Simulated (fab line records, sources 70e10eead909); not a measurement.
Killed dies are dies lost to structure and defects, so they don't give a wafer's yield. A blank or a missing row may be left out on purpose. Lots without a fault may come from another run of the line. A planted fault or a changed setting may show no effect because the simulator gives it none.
fab line records | flow nand_harc
record lots=5 wafers=15 last_day=24
route steps=1159 shown A_CHANNEL_FILL_D1@492 A_STAIRCASE@519 END@1158
lots that met no fault: from a run of the same line without faults
start_h: hours from the record's first day to the start of the lot's first wafer shown | wait_h: hours since the lot's step before | " the same as in the row above | L1.1+2: a row that stands for several wafers | - no value, or no start given | * or withheld: withheld | < > ~ a bound
route shown NAME@n: a module of which the file shows steps, and the number in the route of the first | usual: mean/standard deviation of fault-free wafers | same: alike in all rows | chamber/n: place in a boat | sites: the reading at each site | _std_site: their standard deviation | _edge_site: outer sites' mean less inner sites' | radius_mm: how far each site lies from the wafer's centre | mask NAME#n: copy n | behind: the tool/chamber that last shaped the wafer | hold: why the lot was held/for how many hours/how that ended | device: the transistor (n, p or np) that didn't switch | end of line: the same wafers' tests at the end of the route | a step without rows: its recipe alone | killed: dies lost to structure and defects at the first sort, not the wafer's yield | map: a wafer's dies, x killed, . not, _ none there
set.NAME: the setting as run; set.NAME@STEP: as run at that earlier step | model.NAME: the simulator's own value behind a step, which no gauge read
lots at some steps of the route; a table a step, a row a wafer
services: from which hour (start_h, from the record's first day; less than 0 if before it) a tool's chamber was out of use, for how many hours, and why
## steps
# step NHARC_A_CHANNEL_FILL_D1_ALD_02
# recipe target_thk_a=60 pulse_time_s=10 ald_cycles=60 temp_c=300 material=SiO2
# step NHARC_A_CHANNEL_FILL_D1_ALD_03
# recipe target_thk_a=60 pulse_time_s=60 ald_cycles=58 temp_c=630 pressure_torr=2 material=SiNx
# usual precursor_pulse_height_rel=1.003/0.021
# same pulse_time_s=60
# columns lot.wafer tool chamber start_h wait_h precursor_pulse_height_rel
L349.3 ald_sin_batch-02 0 - - 0.982
L349.5 " 0 " " 0.967
L349.6 " 0 " " 1.018
L359.2 ald_sin_batch-02 0 - - 1.003
L359.3 " 0 " " 1.017
L359.6 " 0 " " 0.982
L362.1 ald_sin_batch-03 0 - - 0.989
L362.3 " 0 " " 1.049
L362.4 " 0 " " 0.995
L369.1 ald_sin_batch-02 0 - - 1.001
L369.5 " 0 " " 1.021
L369.6 " 0 " " 1.025
L371.1 ald_sin_batch-02 0 - - 1.001
L371.2 " 0 " " 0.985
L371.6 " 0 " " 1.023
# step NHARC_A_CHANNEL_FILL_D1_ALD_14
# recipe target_thk_a=25 pulse_time_s=10 ald_cycles=25 temp_c=300 material=SiO2
# step NHARC_A_CHANNEL_FILL_D1_ALD_15
# recipe target_thk_a=20 pulse_time_s=60 ald_cycles=19 temp_c=630 pressure_torr=2 material=SiNx
# usual precursor_pulse_height_rel=1.002/0.019
# same pulse_time_s=60
# columns lot.wafer tool chamber start_h wait_h precursor_pulse_height_rel
L349.3 ald_sin_batch-02 0 - - 1.011
L349.5 " 0 " " 1.052
L349.6 " 0 " " 1.003
L359.2 ald_sin_batch-01 0 - - 0.982
L359.3 " 0 " " 0.991
L359.6 " 0 " " 0.989
L362.1 ald_sin_batch-02 0 - - 1.039
L362.3 " 0 " " 0.995
L362.4 " 0 " " 1.025
L369.1 ald_sin_batch-01 0 - - 0.998
L369.5 " 0 " " 1.026
L369.6 " 0 " " 0.996
L371.1 ald_sin_batch-01 0 320.10 3.1 0.980
L371.2 " 0 " " 1.002
L371.6 " 0 " " 1.032
# step NHARC_A_CHANNEL_FILL_D1_ALD_16
# recipe target_thk_a=15 pulse_time_s=10 ald_cycles=15 temp_c=300 material=SiO2
# step NHARC_A_CHANNEL_FILL_D1_ANNEAL_17
# recipe temp_c=850 time_s=1800
# step NHARC_A_CHANNEL_FILL_D1_CVD_18
# recipe target_thk_a=30 temp_c=550 material=poly-Si
# step NHARC_A_CHANNEL_FILL_D1_ETCHBACK_19
# recipe target_depth_a=50 time_s=1.7 hbr_flow_sccm=150 cl2_flow_sccm=50 rf_w=400 icp_w=400 bias_w=100 chemistry=HBr/Cl2
# step NHARC_A_CHANNEL_FILL_D1_ETCHBACK_20
# recipe target_depth_a=270 time_s=13.5 c4f8_flow_sccm=withheld o2_flow_sccm=8 ar_flow_sccm=withheld rf_w=600 bias_w=1500 chemistry=C4F8/O2/Ar
# step NHARC_A_CHANNEL_FILL_D1_STRIP_28
# recipe time_s=20 o2_flow_sccm=500 ar_flow_sccm=0 bias_w=0 chemistry=O2
# step NHARC_A_CHANNEL_FILL_D1_PRECLEAN_21
# recipe time_s=30 chemistry=dHF
# step NHARC_A_CHANNEL_FILL_D1_SRD_23
# step NHARC_A_CHANNEL_FILL_D1_CVD_05
# recipe target_thk_a=50 temp_c=550 material=poly-Si
# usual spike_tc_bottom_C=572.3/2.8 spike_tc_centre_C=551.2/1.3 zone_power_centre_pct=7.53/0.26 zone_power_upper_pct=7.6/0.43
# columns lot.wafer tool chamber start_h wait_h spike_tc_bottom_C spike_tc_centre_C zone_power_centre_pct zone_power_upper_pct
L349.3 lpcvd_poly-04 0 219.71 2.3 570.1 552.5 7.17 7.9
L349.5 " 0 " " 572.3 551.6 7.29 7.9
L349.6 " 0 " " 569.3 553.6 7.21 8.0
L359.2 lpcvd_poly-04 0 272.15 2.2 571.7 552.0 7.40 7.9
L359.3 " 0 " " 571.3 553.4 7.33 8.0
L359.6 " 0 " " 572.3 552.4 7.32 7.9
L362.1 lpcvd_poly-04 0 284.81 2.2 570.2 551.5 7.42 7.9
L362.3 " 0 " " 569.7 552.3 7.37 7.7
L362.4 " 0 " " 570.8 551.0 7.32 7.8
L369.1 lpcvd_poly-01 0 328.67 2.4 575.4 549.9 7.68 7.0
L369.5 " 0 " " 574.7 550.3 7.53 7.0
L369.6 " 0 " " 577.0 550.2 7.57 7.0
L371.1 lpcvd_poly-01 0 336.74 2.4 576.5 548.8 7.61 6.8
L371.2 " 0 " " 575.0 550.0 7.57 7.0
L371.6 " 0 " " 575.9 549.5 7.54 7.1
# step NHARC_A_CHANNEL_FILL_D1_ANNEAL_22
# recipe temp_c=620 time_s=7200
# step NHARC_A_CHANNEL_FILL_D1_THK_MEAS_06
# recipe thk_meas_gauge=ellipsometry
# usual thk_nm=5.0/0.96
# columns lot.wafer tool chamber start_h wait_h thk_nm
L349.3 film_metro-02 - 228.89 0.4 5.2
L349.5 " - " " 5.9
L349.6 " - " " 5.6
L359.2 film_metro-02 - 281.20 0.4 4.0
L359.3 " - " " 5.0
L359.6 " - " " 6.0
L362.1 film_metro-02 - 293.91 0.4 7.8
L362.3 " - " " 7.2
L362.4 " - " " 7.7
L369.1 film_metro-01 - 338.06 0.4 6.1
L369.5 " - " " 4.1
L369.6 " - " " 4.9
L371.1 film_metro-01 - 345.88 0.4 6.4
L371.2 " - " " 4.7
L371.6 " - " " 4.4
# step NHARC_A_CHANNEL_FILL_D1_ALD_25
# recipe target_thk_a=600 pulse_time_s=10 ald_cycles=600 temp_c=300 material=SiOx
# step NHARC_A_CHANNEL_FILL_D1_ETCHBACK_08
# recipe target_depth_a=2200 time_s=110 c4f8_flow_sccm=20 ar_flow_sccm=withheld rf_w=600 bias_w=300 chemistry=C4F8
# step NHARC_A_CHANNEL_FILL_D1_STRIP_29
# recipe time_s=20 o2_flow_sccm=500 ar_flow_sccm=0 bias_w=0 chemistry=O2
# step NHARC_A_CHANNEL_FILL_D1_PRECLEAN_30
# recipe time_s=30 chemistry=dHF
# step NHARC_A_CHANNEL_FILL_D1_SRD_31
# step NHARC_A_CHANNEL_FILL_D1_CVD_09
# recipe target_thk_a=1500 temp_c=620 pressure_mtorr=200 time_s=3000 material=poly-Si
# step NHARC_A_CHANNEL_FILL_D1_CMP_10
# recipe target_thk_nm=150
# step NHARC_A_CHANNEL_FILL_D1_SRD_12
# step NHARC_A_CHANNEL_FILL_D1_RTA_24
# recipe temp_c=1000 time_s=5
# usual lamp_power_pct=34.6/1.2 lamp_zone_5_pct=34.6/1.2 wafer_temp_C_max=1005.3/1.7
# columns lot.wafer tool chamber start_h wait_h lamp_power_pct lamp_zone_5_pct wafer_temp_C_max
L349.3 rtp_anneal-01 0 240.91 0.1 33.2 33.2 1004.9
L349.5 " 0 " " 33.3 33.4 1004.2
L349.6 " 0 " " 33.3 33.4 1003.6
L359.2 rtp_anneal-02 0 293.14 0.1 35.7 35.8 1005.9
L359.3 " 0 " " 35.8 35.8 1007.2
L359.6 " 0 " " 35.9 35.8 1006.4
L362.1 rtp_anneal-01 0 306.02 0.2 33.3 33.3 1003.7
L362.3 " 0 " " 33.3 33.4 1003.9
L362.4 " 0 " " 33.4 33.3 1004.5
L369.1 rtp_anneal-01 0 350.00 0.0 33.4 33.4 1003.4
L369.5 " 0 " " 33.3 33.4 1005.3
L369.6 " 0 " " 33.4 33.4 1003.2
L371.1 rtp_anneal-02 0 357.76 0.0 35.8 35.7 1004.4
L371.2 " 0 " " 35.8 35.8 1005.3
L371.6 " 0 " " 35.8 35.7 1005.6
# step NHARC_A_CHANNEL_FILL_D1_INSPECT_13
# usual raw_defect_count=277/100
# columns lot.wafer tool chamber start_h wait_h raw_defect_count
L349.3 defect_inspect-01 - 241.05 0.1 263
L349.5 " - " " 432
L349.6 " - " " 279
L359.2 defect_inspect-01 - 293.31 0.1 179
L359.3 " - " " 200
L359.6 " - " " 270
L362.1 defect_inspect-01 - 306.22 0.2 237
L362.3 " - " " 205
L362.4 " - " " 160
L369.1 defect_inspect-01 - 350.20 0.2 433
L369.5 " - " " 168
L369.6 " - " " 309
L371.1 defect_inspect-01 - 357.95 0.2 147
L371.2 " - " " 331
L371.6 " - " " 279
# step NHARC_A_STAIRCASE_DEP_156
# recipe target_thk_a=500 temp_c=400 target_thk_nm=50 flow_sccm=200 rf_w=450 material=SiNx
# step NHARC_A_STAIRCASE_DEHYDRATE_158
# recipe temp_c=150 time_s=120
# step NHARC_A_STAIRCASE_HMDS_159
# recipe time_s=30
# step NHARC_A_STAIRCASE_COAT_160
# recipe spin_rpm=1200
# step NHARC_A_STAIRCASE_SOFTBAKE_161
# recipe temp_c=135 time_s=170
# step NHARC_A_STAIRCASE_EBR_162
# step NHARC_A_STAIRCASE_EXPOSE_163
# recipe na=0.5 dose_mj=20.01 mask_id=STAIR_OPEN
# step NHARC_A_STAIRCASE_PEB_164
# recipe peb_temp_c=115 peb_time_s=130
# step NHARC_A_STAIRCASE_DEVELOP_165
# recipe time_s=140
# step NHARC_A_STAIRCASE_HARDBAKE_167
# recipe temp_c=120 time_s=140
# step NHARC_A_STAIRCASE_DESCUM_168
# recipe time_s=3 o2_flow_sccm=200 ar_flow_sccm=0 bias_power_w=0 chemistry=O2
# usual drypump_motor_current_A=5.9/0.51 oes_product_au=1.004/0.0079 rf_vpp_V=57.8/0.85 showerhead_plenum_p_Torr=1.91/0.065 throttle_valve_pct=11.311/0.0089
# columns lot.wafer tool chamber start_h wait_h drypump_motor_current_A oes_product_au rf_hours_counter_h rf_vpp_V showerhead_plenum_p_Torr throttle_valve_pct
L349.3 rie_diel-09 1 242.26 - 5.8 1.013 55 57.4 1.95 11.316
L349.5 " 3 " " 6.4 1.001 - 58.5 1.95 11.329
L349.6 " 0 " " 4.8 1.024 - 57.0 1.91 11.321
L359.2 rie_diel-09 2 294.42 - 6.2 1.010 10 57.4 1.96 11.307
L359.3 " 0 " " 4.8 1.004 14 57.7 1.90 11.316
L359.6 " 1 " " 5.7 1.006 - 57.6 1.95 11.314
L362.4 rie_diel-09 2 307.27 - 6.2 1.010 14 58.2 1.95 11.332
L362.1 " 0 " " 4.8 1.011 19 58.8 1.90 11.323
L362.3 " 1 " " 5.8 0.992 14 58.9 1.95 11.317
L369.1 rie_diel-07 0 351.25 - 6.6 1.002 46 58.3 1.83 11.304
L369.6 " 0 " " 6.5 1.008 - 56.0 1.83 11.328
L369.5 " 1 " " 5.8 1.013 - 56.3 1.79 11.300
L371.1 rie_diel-07 1 359.03 - 5.8 1.007 51 57.6 1.79 11.327
L371.2 " 2 " " 5.7 1.005 40 57.5 1.99 11.314
L371.6 " 0 " " 6.5 1.011 - 58.1 1.83 11.311
# step NHARC_A_STAIRCASE_ETCH_169
# recipe target_depth_a=500 time_s=107.1 ion_energy_ev=120 ch3f_flow_sccm=50 o2_flow_sccm=30 ar_flow_sccm=200 rf_w=500 bias_w=100 chemistry=CH3F/O2
# usual drypump_motor_current_A=5.9/0.52 oes_product_au=0.952/0.017 rf_vpp_V=244.1/1.3 showerhead_plenum_p_Torr=2.45/0.079 throttle_valve_pct=20.664/0.0089
# columns lot.wafer tool chamber start_h wait_h drypump_motor_current_A oes_product_au rf_hours_counter_h rf_vpp_V showerhead_plenum_p_Torr throttle_valve_pct
L349.3 rie_diel-09 2 242.55 0.3 6.2 0.931 52 245.7 2.52 20.675
L349.5 " 2 " " 6.2 0.929 - 244.9 2.52 20.660
L349.6 " 3 " " 6.3 0.930 - 244.7 2.51 20.653
L359.3 rie_diel-09 1 294.51 0.1 5.7 0.953 11 243.9 2.50 20.666
L359.2 " 2 " " 6.2 0.960 10 243.8 2.51 20.676
L359.6 " 1 " " 5.7 0.956 - 244.3 2.50 20.663
L362.3 rie_diel-09 3 307.35 0.1 6.4 0.955 18 246.0 2.50 20.668
L362.4 " 1 " " 5.7 0.977 14 244.7 2.50 20.670
L362.1 " 2 " " 6.2 0.973 14 244.4 2.51 20.665
L369.1 rie_diel-07 1 351.56 0.3 5.8 0.959 47 241.5 2.31 20.664
L369.6 " 0 " " 6.6 0.944 - 241.6 2.35 20.666
L369.5 " 1 " " 5.7 0.959 - 241.2 2.31 20.666
L371.1 rie_diel-07 3 359.11 0.1 6.4 0.935 47 245.2 2.50 20.656
L371.2 " 1 " " 5.7 0.930 51 242.2 2.31 20.657
L371.6 " 3 " " 6.4 0.934 - 244.9 2.50 20.670
# step NHARC_A_STAIRCASE_ETCH_170
# recipe target_depth_a=2000 time_s=66.667 ion_energy_ev=250 c4f6_flow_sccm=25 o2_flow_sccm=20 ar_flow_sccm=500 rf_w=600 bias_w=500 chemistry=C4F6/O2
# step NHARC_A_STAIRCASE_STRIP_171
# recipe power_w=1500 temp_c=250 chemistry=O2
# step NHARC_END_WLT_00
# usual VT_DECK1_BOTTOM=0.873/0.0079 VT_DECK1_BOTTOM_INNER=0.873/0.0077 VT_DECK1_MEDIAN_NEAR_BOTTOM=0.875/0.0078 VT_DECK1_MEDIAN_NEAR_BOTTOM_INNER=0.874/0.0079 VT_DECK1_MIDDLE=0.887/0.0075 VT_DECK1_MIDDLE_INNER=0.888/0.0075 VT_DECK1_TOP=0.899/0.0076 VT_DECK1_TOP_INNER=0.899/0.0077
# columns lot.wafer tool chamber start_h wait_h VT_DECK1_BOTTOM VT_DECK1_BOTTOM_INNER VT_DECK1_MEDIAN_NEAR_BOTTOM VT_DECK1_MEDIAN_NEAR_BOTTOM_INNER VT_DECK1_MIDDLE VT_DECK1_MIDDLE_INNER VT_DECK1_TOP VT_DECK1_TOP_INNER
L349.3 prober-01 - 455.41 5.3 0.878 0.873 0.874 0.869 0.881 0.887 0.892 0.896
L349.5 " - 456.41 6.3 0.871 0.876 0.869 0.876 0.880 0.895 0.898 0.896
L349.6 " - " " 0.866 0.866 0.871 0.874 0.888 0.882 0.897 0.894
L359.2 prober-02 - 499.88 6.9 0.878 0.876 0.882 0.888 0.896 0.889 0.909 0.900
L359.3 " - " " 0.882 0.884 0.889 0.884 0.899 0.901 0.920 0.904
L359.6 " - 501.89 8.9 0.878 0.873 0.877 0.879 0.889 0.900 0.913 0.909
L362.1 prober-01 - 507.10 5.9 0.942 0.951 0.948 0.940 0.955 0.960 0.987 0.985
L362.3 " - " " 0.955 0.945 0.955 0.950 0.962 0.964 0.984 0.983
L362.4 " - " " 0.942 0.945 0.940 0.956 0.970 0.962 0.978 0.979
L369.1 prober-01 - 558.84 0.0 0.877 0.884 0.885 0.881 0.888 0.893 0.899 0.899
L369.5 " - 560.82 2.0 0.885 0.878 0.878 0.883 0.894 0.896 0.900 0.900
L369.6 " - " " 0.876 0.871 0.881 0.880 0.897 0.883 0.903 0.898
L371.1 prober-02 - 558.85 0.1 0.876 0.879 0.888 0.881 0.897 0.899 0.900 0.913
L371.2 " - " " 0.881 0.872 0.874 0.877 0.892 0.900 0.905 0.910
L371.6 " - 561.33 2.5 0.883 0.879 0.886 0.885 0.898 0.901 0.906 0.914
## services
# columns tool chamber start_h hours kind
rie_diel-09 0 184.39 - clean
rie_diel-09 1 184.39 - clean
rie_diel-09 2 184.39 - clean
rie_diel-09 3 184.39 - clean
rie_diel-09 0 208.94 - clean
rie_diel-09 1 208.94 - clean
rie_diel-09 2 208.94 - clean
rie_diel-09 3 208.94 - clean
rie_diel-09 - 214.98 1.6 repair
rie_diel-07 - 228.36 9.0 pm
rie_diel-09 0 233.44 - clean
rie_diel-09 1 233.44 - clean
rie_diel-09 2 233.44 - clean
rie_diel-09 3 233.44 - clean
rie_diel-09 - 240.67 0.8 repair
rie_diel-09 - 254.11 9.0 pm
rie_diel-09 0 254.11 9.0 vent_cycle
rie_diel-09 1 282.27 4.0 repair
rie_diel-09 2 285.48 8.2 repair
rtp_anneal-02 - 300.00 12.0 pm
rie_diel-07 1 310.76 2.2 repair
ald_sin_batch-03 - 314.00 26.0 pm
lpcvd_poly-04 - 315.23 26.0 pm
rie_diel-07 2 340.48 15.5 repair
## key
first_sign step=NHARC_A_CHANNEL_FILL_D1_THK_MEAS_06 reading=thk_nm direction=up sigmas=2.6 usual=5.0 struck=7.5
effect step=NHARC_END_WLT_00 reading=VT_DECK1_TOP direction=up sigmas=11 usual=0.899 struck=0.983
met_at NHARC_A_CHANNEL_FILL_D1_CVD_05
struck_wafers L362.1,L362.3,L362.4
tester_left_out L362
onset_between 272.15 284.81
also_fits NHARC_A_CHANNEL_FILL_D1_ALD_03:ald_sin_batch-03,NHARC_A_CHANNEL_FILL_D1_ALD_15:ald_sin_batch-02
fault kind=process_parameter_drift tool=lpcvd_poly-04 chamber=- onset_h=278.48 steps=NHARC_A_CHANNEL_FILL_D1_CVD_05 channel=target_thk_a offset=* shape=step end_h=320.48 acts_in=* stated=*
# tester_left_out: of these lots the tester's yield and bins aren't shown, on N5 and GAA mostly nor the transistor test; their killed dies are dies lost to structure and defects alone, not to doping, threshold or leakage, so they don't give the yield
